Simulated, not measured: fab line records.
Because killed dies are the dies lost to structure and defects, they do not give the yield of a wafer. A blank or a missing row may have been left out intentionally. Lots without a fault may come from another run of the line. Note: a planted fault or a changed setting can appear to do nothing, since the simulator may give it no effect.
fab line records | flow n5_finfet
[record] lots = 5 | wafers = 15 | last_day = 17
route steps=1938 shown BEOL_M5@1169 BEOL_M6@1194 PASSIVATION@1936
lots that met no fault: from a run of the same line without faults
start_h: the number of hours between the record's first day and the start of the first shown wafer of the lot | wait_h: hours elapsed since this lot's preceding step | " repeats the value in the row above | L1.1+2: one row covering several wafers at once | - either no value or no given start | * or withheld: withheld | < > ~ a bound
route shown NAME@n: names a module that has steps shown in the file, with the first one's number in the route | usual: mean/standard deviation taken from wafers without a fault | same: alike in all rows | chamber/n: place in a boat | sites: each site's reading | _std_site: how widely they spread, as a standard deviation | _edge_site: outer sites' mean less inner sites' | radius_mm: how far each site lies from the wafer's centre | mask NAME#n: copy n | behind: tool/chamber where the wafer was last shaped | hold: reason for holding the lot/hours on hold/outcome of the hold | device: whichever transistor did not switch (one of n, p or np) | end of line: the same wafers' tests at the end of the route | a step given without rows: its recipe and nothing more | killed: the dies lost at the first sort to structure and to defects; this is not the yield of the wafer | map: shows each die of a wafer: x if killed, . if not, _ if none is there
set.NAME: the run value of the setting; set.NAME@STEP: its run value at that earlier step | model.NAME: the simulator's own value behind a step, which no gauge read
lots at some steps of the route; a table a step, a row a wafer
services: when a tool's chamber went out of use (start_h, in hours from the record's first day, below 0 if earlier), for how many hours, and the reason
[[steps]]
[step N5_BEOL_M5_CURE_80]
[recipe] temp_c = 370 | time_s = 120 | ambient = DMADMS/He | material = SiCOH_lowk
[step N5_BEOL_M5_DEGAS_44]
[recipe] ambient = vacuum | temp_c = 250 | time_s = 60
[step N5_BEOL_M5_PRE_CLEAN_45]
[recipe] gas = H2/He | time_s = 30 | temp_c = 250
[step N5_BEOL_M5_ALD_86]
[recipe] material = TaN | target_thk_a = * | temp_c = 275 | ald_precursor_family = PDMAT | ald_co_reactant = NH3 | pressure_torr = 3 | carrier_flow_sccm = 1500 | pulse_time_s = 2 | purge_time_s = 3 | co_reactant_purge_time_s = 2 | co_reactant_pulse_time_s = 3 | ald_cycles = 30 | precursor_vessel_temp_c = 75 | precursor_vessel_pressure_torr = 26.25 | precursor_vessel_carrier_sccm = 1000
[step N5_BEOL_M5_SURFACE_TREAT_87]
[recipe] gas = Ar | time_s = * | ion_energy_ev = * | ion_current_ma_cm2 = 0.5 | pressure_mtorr = * | ar_flow_sccm = 30
[step N5_BEOL_M5_CVD_47]
[recipe] material = Co | target_thk_a = 30 | temp_c = withheld | precursor = CCTBA/H2 | pressure_torr = 30 | time_s = 216
[step N5_BEOL_M5_SPUTTER_48]
[recipe] material = Cu | target_thk_a = 150 | temp_c = -20 | chamber_pressure_pa = 0.07 | power_w = withheld | time_s = 27.62
[step N5_BEOL_M5_ANNEAL_49]
[recipe] temp_c = 400 | time_s = 1800 | ambient = vacuum
[usual] heater_power_w = 780/72
[same] time_s = 1800
lot.wafer | tool           | chamber | start_h | wait_h | heater_power_w
L359.2    | pvd_sputter-01 | -       | 215.74  | 0.0    | 717
L359.3    | "              | -       | "       | "      | 767
L359.6    | "              | -       | "       | "      | 778
L361.3    | pvd_sputter-01 | -       | 246.36  | 0.0    | 767
L361.4    | "              | -       | "       | "      | 747
L361.6    | "              | -       | "       | "      | 722
L371.2    | pvd_sputter-03 | -       | 281.82  | 0.0    | 869
L371.3    | "              | -       | "       | "      | 804
L371.6    | "              | -       | "       | "      | 804
L370.2    | pvd_sputter-02 | -       | 291.75  | 0.0    | 801
L370.3    | "              | -       | "       | "      | 763
L370.5    | "              | -       | "       | "      | 888
L377.2    | pvd_sputter-03 | -       | 315.04  | 0.0    | 786
L377.4    | "              | -       | "       | "      | 837
L377.6    | "              | -       | "       | "      | 818
[step N5_BEOL_M5_SPUTTER_81]
[recipe] material = Cu | target_thk_a = 150 | temp_c = -20 | chamber_pressure_pa = 0.07 | power_w = withheld | time_s = 27.62
[step N5_BEOL_M5_ANNEAL_82]
[recipe] temp_c = 400 | time_s = 1800 | ambient = vacuum
[step N5_BEOL_M5_SPUTTER_83]
[recipe] material = Cu | target_thk_a = 150 | temp_c = -20 | chamber_pressure_pa = 0.07 | power_w = withheld | time_s = 27.62
[step N5_BEOL_M5_ANNEAL_84]
[recipe] temp_c = 400 | time_s = 1800 | ambient = vacuum
[step N5_BEOL_M5_SPUTTER_88]
[recipe] material = Cu | target_thk_a = 150 | temp_c = -20 | chamber_pressure_pa = 0.07 | power_w = withheld | time_s = 27.62
[usual] chuck_gas_flow_sccm = 1.26/0.058 | throttle_valve_pct = 29.5/0.76
[same] time_s = 27.62
lot.wafer | tool           | chamber | start_h | wait_h | chuck_gas_flow_sccm | throttle_valve_pct
L359.2    | pvd_sputter-01 | -       | 218.92  | 0.5    | 1.28                | 29.9
L359.3    | "              | -       | "       | "      | 1.34                | 28.7
L359.6    | "              | -       | "       | "      | 1.16                | 30.4
L361.3    | pvd_sputter-01 | -       | 249.54  | 0.5    | 1.21                | 30.8
L361.4    | "              | -       | "       | "      | 1.30                | 28.7
L361.6    | "              | -       | "       | "      | 1.27                | 29.8
L371.2    | pvd_sputter-03 | -       | 285.00  | 0.5    | 1.25                | 29.6
L371.3    | "              | -       | "       | "      | 1.21                | 30.4
L371.6    | "              | -       | "       | "      | 1.14                | 30.2
L370.2    | pvd_sputter-02 | -       | 294.93  | 0.5    | 1.20                | 29.7
L370.3    | "              | -       | "       | "      | 1.32                | 30.1
L370.5    | "              | -       | "       | "      | 1.20                | 29.5
L377.2    | pvd_sputter-03 | -       | 318.22  | 0.5    | 1.26                | 30.2
L377.4    | "              | -       | "       | "      | 1.20                | 28.6
L377.6    | "              | -       | "       | "      | 1.28                | 28.5
[step N5_BEOL_M5_ANNEAL_89]
[recipe] temp_c = 400 | time_s = 1800 | ambient = vacuum
[usual] heater_power_w = 782/71
[same] time_s = 1800
lot.wafer | tool           | chamber | start_h | wait_h | heater_power_w
L359.2    | pvd_sputter-01 | -       | 219.00  | 0.0    | 711
L359.3    | "              | -       | "       | "      | 742
L359.6    | "              | -       | "       | "      | 749
L361.3    | pvd_sputter-01 | -       | 249.62  | 0.0    | 765
L361.4    | "              | -       | "       | "      | 774
L361.6    | "              | -       | "       | "      | 722
L371.2    | pvd_sputter-03 | -       | 285.08  | 0.0    | 870
L371.3    | "              | -       | "       | "      | 797
L371.6    | "              | -       | "       | "      | 800
L370.2    | pvd_sputter-02 | -       | 295.01  | 0.0    | 806
L370.3    | "              | -       | "       | "      | 777
L370.5    | "              | -       | "       | "      | 916
L377.2    | pvd_sputter-03 | -       | 318.30  | 0.0    | 796
L377.4    | "              | -       | "       | "      | 833
L377.6    | "              | -       | "       | "      | 817
[step N5_BEOL_M5_SPUTTER_90]
[recipe] material = Cu | target_thk_a = 45 | temp_c = -20 | chamber_pressure_pa = 0.07 | power_w = withheld | time_s = 8.29
[step N5_BEOL_M5_ECD_50]
[recipe] material = Cu | target_thk_a = 3000
[step N5_BEOL_M5_ANNEAL_51]
[recipe] temp_c = 225 | time_s = 90 | ambient = N2
[usual] wafer_temp_C_max = 226.06/0.28
[same] time_s = 90
lot.wafer | tool          | chamber | start_h | wait_h | wafer_temp_C_max
L359.2    | rtp_anneal-02 | 0       | 220.25  | 0.1    | 226.22
L359.3    | "             | 0       | "       | "      | 226.53
L359.6    | "             | 0       | "       | "      | 226.14
L361.3    | rtp_anneal-02 | 0       | 251.01  | 0.2    | 226.30
L361.4    | "             | 0       | "       | "      | 226.34
L361.6    | "             | 0       | "       | "      | 225.97
L371.2    | rtp_anneal-02 | 0       | 286.34  | 0.1    | 226.19
L371.3    | "             | 0       | "       | "      | 226.30
L371.6    | "             | 0       | "       | "      | 225.84
L370.2    | rtp_anneal-01 | 0       | 296.32  | 0.2    | 226.09
L370.3    | "             | 0       | "       | "      | 226.08
L370.5    | "             | 0       | "       | "      | 226.12
L377.2    | rtp_anneal-02 | 0       | 319.55  | 0.1    | 226.50
L377.4    | "             | 0       | "       | "      | 226.46
L377.6    | "             | 0       | "       | "      | 226.21
[step N5_BEOL_M5_CMP_52]
[recipe] stop_on = SiCOH_lowk | t_overpolish_s = 6.9 | down_force_psi = 1 | platen_rpm = 50 | clearing_platen_down_force_psi = 1.5 | clearing_platen_rpm = 50 | post_cmp_clean = cu_alkaline | target_thk_nm = 62 | clearing_platen_pad_velocity_m_s = 0.99484 | pad_velocity_m_s = 0.99484
[step N5_BEOL_M5_PRE_CLEAN_77]
[recipe] gas = NH3/H2 | time_s = 15 | temp_c = * | rf_power_w = 300
[step N5_BEOL_M5_CO_CAP_78]
[recipe] material = Co | target_thk_a = 20 | temp_c = 200 | precursor = CCTBA/H2 | pressure_torr = 30 | time_s = 102.1
[step N5_BEOL_M5_PRE_CLEAN_55]
[recipe] gas = NH3 | time_s = 15 | temp_c = withheld | rf_power_w = 300
[step N5_BEOL_M5_DEP_56]
[recipe] material = SiCN | target_thk_a = 80 | temp_c = withheld | precursor = 3MS/NH3 | pressure_torr = 3 | rf_w = 202 | time_s = 14
[usual] chamber_pressure_Torr = 3.000/0.0064 | showerhead_plenum_p_Torr = 3.670/0.011 | throttle_valve_pct = 9.2/0.45
[same] time_s = 14
lot.wafer | tool     | chamber | start_h | wait_h | chamber_pressure_Torr | showerhead_plenum_p_Torr | throttle_valve_pct
L359.2    | pecvd-01 | 1       | 220.99  | 0.0    | 3.001                 | 3.658                    | 9.3
L359.3    | "        | 0       | "       | "      | 3.003                 | 3.683                    | 9.4
L359.6    | "        | 1       | "       | "      | 2.998                 | 3.666                    | 9.6
L361.3    | pecvd-02 | 0       | 251.70  | 0.0    | 3.005                 | 3.661                    | 9.2
L361.4    | "        | 0       | "       | "      | 3.005                 | 3.656                    | 9.3
L361.6    | "        | 2       | "       | "      | 3.000                 | 3.683                    | 9.4
L371.2    | pecvd-01 | 2       | 287.08  | 0.0    | 3.000                 | 3.676                    | 8.8
L371.3    | "        | 1       | "       | "      | 3.006                 | 3.664                    | 9.5
L371.6    | "        | 2       | "       | "      | 3.008                 | 3.670                    | 8.8
L370.2    | pecvd-03 | 2       | 297.06  | 0.0    | 3.007                 | 3.675                    | 8.2
L370.3    | "        | 0       | "       | "      | 3.000                 | 3.674                    | 10.2
L370.5    | "        | 0       | "       | "      | 2.995                 | 3.681                    | 9.9
L377.2    | pecvd-01 | 0       | 321.01  | 0.0    | 2.994                 | 3.675                    | 9.3
L377.4    | "        | 2       | "       | "      | 3.010                 | 3.662                    | 8.4
L377.6    | "        | 0       | "       | "      | 2.990                 | 3.682                    | 9.2
[step N5_BEOL_M5_RS_MEAS_57]
[recipe] thk_meas_gauge = four-point-probe | reads = Co_of_BEOL_M5_CO_CAP_78+Cu_of_BEOL_M5_ECD_50+Co_of_BEOL_M5_CVD_47+TaN_of_BEOL_M5_ALD_86
[usual] M5_RS = 0.387/0.01
lot.wafer | tool          | chamber | start_h | wait_h | M5_RS[ohm/sq]
L359.2    | film_metro-02 | -       | 221.06  | 0.1    | 0.391
L359.3    | "             | -       | "       | "      | 0.397
L359.6    | "             | -       | "       | "      | 0.391
L361.3    | film_metro-01 | -       | 251.77  | 0.1    | 0.385
L361.4    | "             | -       | "       | "      | 0.378
L361.6    | "             | -       | "       | "      | 0.377
L371.2    | film_metro-01 | -       | 287.14  | 0.1    | 0.381
L371.3    | "             | -       | "       | "      | 0.382
L371.6    | "             | -       | "       | "      | 0.382
L370.2    | film_metro-01 | -       | 297.13  | 0.1    | 0.404
L370.3    | "             | -       | "       | "      | 0.370
L370.5    | "             | -       | "       | "      | 0.402
L377.2    | film_metro-01 | -       | 321.07  | 0.1    | 0.371
L377.4    | "             | -       | "       | "      | 0.380
L377.6    | "             | -       | "       | "      | 0.377
[step N5_BEOL_M6_ILD_DEP_00]
[recipe] material = SiCOH_lowk | target_thk_a = 1797.5 | temp_c = 300 | precursor = DEMS/porogen | pressure_torr = 5 | rf_w = 500 | time_s = 33.4
[step N5_BEOL_M6_CURE_74]
[recipe] temp_c = 385 | time_s = 240 | ambient = He/Ar | material = SiCOH_lowk
[usual] lamp_power_pct = 52.31/0.057 | wafer_temp_C_max = 387.3/1
[same] time_s = 240
lot.wafer | tool       | chamber | start_h | wait_h | lamp_power_pct | wafer_temp_C_max
L359.2    | uv_cure-03 | 2       | 221.49  | 0.4    | 52.28          | 385.9
L359.3    | "          | 2       | "       | "      | 52.38          | 386.2
L359.6    | "          | 2       | "       | "      | 52.28          | 385.9
L361.3    | uv_cure-01 | 1       | 252.22  | 0.4    | 52.33          | 385.9
L361.4    | "          | 1       | "       | "      | 52.30          | 385.4
L361.6    | "          | 1       | "       | "      | 52.24          | 385.4
L371.2    | uv_cure-03 | 2       | 287.35  | 0.1    | 52.31          | 386.4
L371.3    | "          | 2       | "       | "      | 52.33          | 387.3
L371.6    | "          | 2       | "       | "      | 52.19          | 386.7
L370.2    | uv_cure-03 | 1       | 297.34  | 0.1    | 52.26          | 388.6
L370.3    | "          | 1       | "       | "      | 52.34          | 389.6
L370.5    | "          | 1       | "       | "      | 52.29          | 388.2
L377.2    | uv_cure-03 | 0       | 321.28  | 0.1    | 52.24          | 387.7
L377.4    | "          | 0       | "       | "      | 52.42          | 387.5
L377.6    | "          | 0       | "       | "      | 52.31          | 387.9
[step N5_BEOL_M6_THK_MEAS_01]
[recipe] reads = SiCOH_lowk_of_BEOL_M6_ILD_DEP_00
[usual] M6_ILD_THK = 155.4/1.7
lot.wafer | tool          | chamber | start_h | wait_h | M6_ILD_THK[nm]
L359.2    | film_metro-02 | -       | 221.93  | 0.4    | 154.6
L359.3    | "             | -       | "       | "      | 156.0
L359.6    | "             | -       | "       | "      | 153.3
L361.3    | film_metro-01 | -       | 252.89  | 0.5    | 154.4
L361.4    | "             | -       | "       | "      | 156.9
L361.6    | "             | -       | "       | "      | 155.6
L371.2    | film_metro-01 | -       | 287.78  | 0.4    | 152.8
L371.3    | "             | -       | "       | "      | 154.1
L371.6    | "             | -       | "       | "      | 157.0
L370.2    | film_metro-02 | -       | 297.77  | 0.4    | 153.4
L370.3    | "             | -       | "       | "      | 151.6
L370.5    | "             | -       | "       | "      | 154.7
L377.2    | film_metro-02 | -       | 321.73  | 0.4    | 154.3
L377.4    | "             | -       | "       | "      | 154.3
L377.6    | "             | -       | "       | "      | 154.5
[step N5_BEOL_M6_PECVD_70]
[recipe] material = SiO2 | target_thk_a = 200 | temp_c = 400 | precursor = TEOS/O2 | pressure_torr = 5.5 | rf_w = 450 | teos_flow_sccm = 53.8 | gas = O2 | flow_sccm = 3000 | time_s = 22.7
[step N5_BEOL_M6_HM_DEP_02]
[recipe] material = TiN | target_thk_a = 200 | temp_c = 25 | chamber_pressure_pa = 0.49996
[step N5_BEOL_M6_COAT_59]
[recipe] resist = SOC | temp_c = 250 | time_s = 60 | spin_rpm = 1500 | resist_thk_nm = 100
[step N5_BEOL_M6_COAT_60]
[recipe] resist = SiARC | temp_c = 220 | time_s = 60 | spin_rpm = 1500 | resist_thk_nm = 35
[step N5_BEOL_M6_COAT_05]
[recipe] resist = CAR-ArF | spin_rpm = 1500 | resist_thk_nm = 90
[step N5_BEOL_M6_EBR_07]
[recipe] solvent = PGMEA | ebr_width_mm = 1.5
[step N5_BEOL_M6_SOFTBAKE_06]
[recipe] temp_c = 110 | time_s = 60 | resist = CAR-ArF
[step N5_BEOL_M6_EXPOSE_08]
[recipe] mask_id = M6 | na = 1.35 | source_shape = dipole | sigma_inner = 0.817 | sigma_outer = 0.97 | polarization = te | dose_mj = 68.25
[step N5_BEOL_M6_PEB_09]
[recipe] peb_temp_c = withheld | peb_time_s = 60 | resist = CAR-ArF
[step N5_BEOL_M6_DEVELOP_10]
[recipe] develop_time_s = 30 | developer = TMAH | resist = CAR-ArF | rinse_liquid = diw | dry = air_spin | dev_temp_c = 23
[step N5_BEOL_M6_CD_MEAS_11]
[recipe] target_cd_nm = 38.5 | landing_energy_ev = 500 | detector = se_inlens | polarity = opening
[usual] cd_nm = 38.6/0.42
lot.wafer | tool      | chamber | start_h | wait_h | cd_nm
L359.2    | cd_sem-02 | 0       | 222.97  | -      | 38.8
L359.3    | "         | 0       | "       | "      | 38.3
L359.6    | "         | 0       | "       | "      | 38.4
L361.3    | cd_sem-01 | 0       | 254.00  | -      | 38.5
L361.4    | "         | 0       | "       | "      | 38.9
L361.6    | "         | 0       | "       | "      | 38.7
L371.2    | cd_sem-02 | 0       | 289.51  | -      | 38.9
L371.3    | "         | 0       | "       | "      | 38.6
L371.6    | "         | 0       | "       | "      | 39.3
L370.2    | cd_sem-03 | 0       | 299.67  | -      | 38.6
L370.3    | "         | 0       | "       | "      | 38.1
L370.5    | "         | 0       | "       | "      | 38.6
L377.2    | cd_sem-03 | 0       | 322.72  | -      | 38.6
L377.4    | "         | 0       | "       | "      | 39.2
L377.6    | "         | 0       | "       | "      | 38.8
[step N5_BEOL_M6_OVL_MEAS_12]
[recipe] points_per_wafer = 44
[usual] M6_OVL = 0.4/0.73
lot.wafer | tool       | chamber | start_h | wait_h | M6_OVL[nm]
L359.2    | overlay-01 | 0       | 223.00  | 0.0    | 0.7
L359.3    | "          | 0       | "       | "      | 0.3
L359.6    | "          | 0       | "       | "      | 0.3
L361.3    | overlay-01 | 0       | 254.02  | 0.0    | -1.1
L361.4    | "          | 0       | "       | "      | 1.0
L361.6    | "          | 0       | "       | "      | 0.4
L371.2    | overlay-02 | 0       | 289.54  | 0.0    | -0.2
L371.3    | "          | 0       | "       | "      | 1.3
L371.6    | "          | 0       | "       | "      | -0.2
L370.2    | overlay-02 | 0       | 299.70  | 0.0    | 1.2
L370.3    | "          | 0       | "       | "      | -1.3
L370.5    | "          | 0       | "       | "      | -0.9
L377.2    | overlay-01 | 0       | 322.75  | 0.0    | -0.9
L377.4    | "          | 0       | "       | "      | -0.3
L377.6    | "          | 0       | "       | "      | -1.0
[step N5_BEOL_M6_DESCUM_16]
[recipe] chemistry = O2 | time_s = 7.9 | source_power_w = 50 | bias_power_w = 20 | pressure_mtorr = 20 | rf_frequency_hz = 2.712e+07 | temp_c = 40 | resist = CAR-ArF | o2_flow_sccm = 225
[step N5_PASSIVATION_PROBE_49]
[usual] defect_limited_yield = 91.1/1.4 | killed_at_M0_to_M3 = 33/10 | killed_at_M4_up = 15/5.8 | killed_at_contacts = 13/5.9 | killed_at_front_end = 39/11 | killed_at_other = 4/3.6 | killed_dies = 105/16 | killed_open = 68/11 | killed_short = 34/7.8 | sort_bin_5_function = 5.2/0.88 | sort_bin_6_memory = 3.3/0.61 | sort_n_pass = 1075/16 | sort_yield_pct = 91.1/1.4
[same] gross_dies = 1180 | killed_at_back_side = 0 | sort_bin_4_leakage[%] = 0 | sort_bin_8_speed[%] = 0
lot.wafer | tool      | chamber | start_h | wait_h | defect_limited_yield[%] | killed_at_M0_to_M3 | killed_at_M4_up | killed_at_contacts | killed_at_front_end | killed_at_other | killed_dies | killed_open | killed_short | sort_bin_5_function[%] | sort_bin_6_memory[%] | sort_n_pass | sort_yield_pct[%]
L361.4    | prober-01 | -       | 345.58  | 0.2    | 83.7                    | 22                 | 119             | 6                  | 40                  | 5               | 192         | 58          | 33           | 9.5                    | 3.7                  | 988         | 83.7
// killed by level:class
L361.4 BEOL_M5:unspecified=100 STI_FIN_REVEAL:geometric_particle:open=12 BEOL_M4:geometric_particle:open=10 GATE_CUT:geometric_particle:short=7 MOL_CONTACT_COAG:geometric_particle:open=6 BEOL_M0_SAQP:geometric_particle:short=6 FIN_SAQP:geometric_particle:short=4 DUMMY_GATE:geometric_particle:open=4
// map L361.4 (x killed, . not)
_________________x...x.......________________
______________xxxx.xx...x......._____________
___________xxxxxxxxx.x.............__________
__________xxxxxxxxx.x..x.........x.._________
________xxxxxxxxxxxx.................._______
_______xxxxxxxxxxxxxx................x.______
______xxxxxxxxxxxxx.x..................._____
_____.xxxxxxxxxxxxx......................____
____.xxxxxxxxxxxx.x.x.....x......x..xx.x..___
___.xx..xxxx.x.x.x..............x..........__
___.......xxx.x..xx.......x..............x.__
__........x....xx.............x.x..........._
__..........................x..xx...x.x....._
_............x.........x.....xx..............
_..x..........x...........xx...........xx....
_............................................
_.....................x...x...x....x.x...x...
_.......x...........................x........
_............x...............................
_.....x......x...............................
_.........x.x...x....x....x......xx..........
__............x........x......x......x......_
__.......x......xx.....x.x.........x........_
___.........x.....x.x..............x...x...__
___.....................x..................__
____....x.................................___
_____....x...x..x.........x....x.........____
______.............................x...._____
_______..................x.............______
________...........x.....x............_______
__________.................x........_________
___________......xx.x..............__________
______________.........x.x......_____________
_________________............________________
// map L359.2 (x killed, . not)
_________________............________________
______________...x...........x.._____________
___________....x.x.................__________
__________........x................._________
________........................x...x._______
_______...................x............______
______......x.......x..x.....x....x.x..x_____
_____...........x...x...................x____
____x..xx.x........x......x.x............x___
___.....x............x.......xx.........x..__
___..........x.........................x...__
__..x................................x......_
__...................................x......_
_x.x............x.x........x.................
_.x.x....xx.x.....x.xx..........xx...x.......
_.................x..x..x...x..x.............
_.x..........x...xx.x.............x....x.....
_........x.............x...........x.........
_.......x........x...............xx..........
_...x...x........x...x......x...x...xx....x.x
_........x...xx...........x....x...x.....x...
__..x....x................x...x............x_
__................x....x.x...........x....x._
___..........x........x..x.....x.....x.....__
___..x........x..........x...x.............__
____.....x....x....x.................x....___
_____....................................____
______............................x....._____
_______...........x..........x.........______
________x......................xx....._______
__________........x.x.........x.x..._________
___________x....x....x............x__________
______________............xx.xx._____________
_________________.....x...x..________________
[[services]]
tool       | chamber | start_h | hours | kind
pecvd-01   | 2       | 196.46  | 8.4   | repair
pecvd-03   | -       | 205.57  | 2.8   | pm
uv_cure-03 | -       | 213.11  | 1.6   | repair
uv_cure-03 | -       | 271.63  | 2.1   | pm
pecvd-01   | 2       | 275.48  | 5.5   | scheduled_down
pecvd-01   | 0       | 280.94  | 2.1   | scheduled_down
uv_cure-03 | -       | 287.93  | 0.3   | repair
pecvd-02   | 1       | 291.17  | 6.9   | repair
uv_cure-01 | -       | 299.81  | 3.4   | pm
pecvd-03   | 2       | 307.31  | 8.5   | repair
pecvd-03   | -       | 318.67  | 1.6   | repair
uv_cure-01 | -       | 318.78  | 1.0   | pm
[[key]]
[first_sign] step = N5_PASSIVATION_PROBE_49 | reading = killed_at_M4_up | direction = up | sigmas = 18 | usual = 15 | struck = 119
[effect] step = N5_PASSIVATION_PROBE_49 | reading = defect_limited_yield | direction = down | sigmas = 5.5 | usual = 91.1 | struck = 83.7
[more_kills_born_at] N5_BEOL_M5_SPUTTER_88@pvd_sputter-01 = 100
met_at N5_BEOL_M5_SPUTTER_88
struck_wafers L361.4
onset_between 218.92 249.54
[fault] kind = chamber_particle_source | tool = pvd_sputter-01 | chamber = - | onset_h = 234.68 | steps = N5_BEOL_M5_SPUTTER_88 | rate_per_visit_cm2 = 1.7181 | end_h = 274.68 | scope = struck_wafers_only
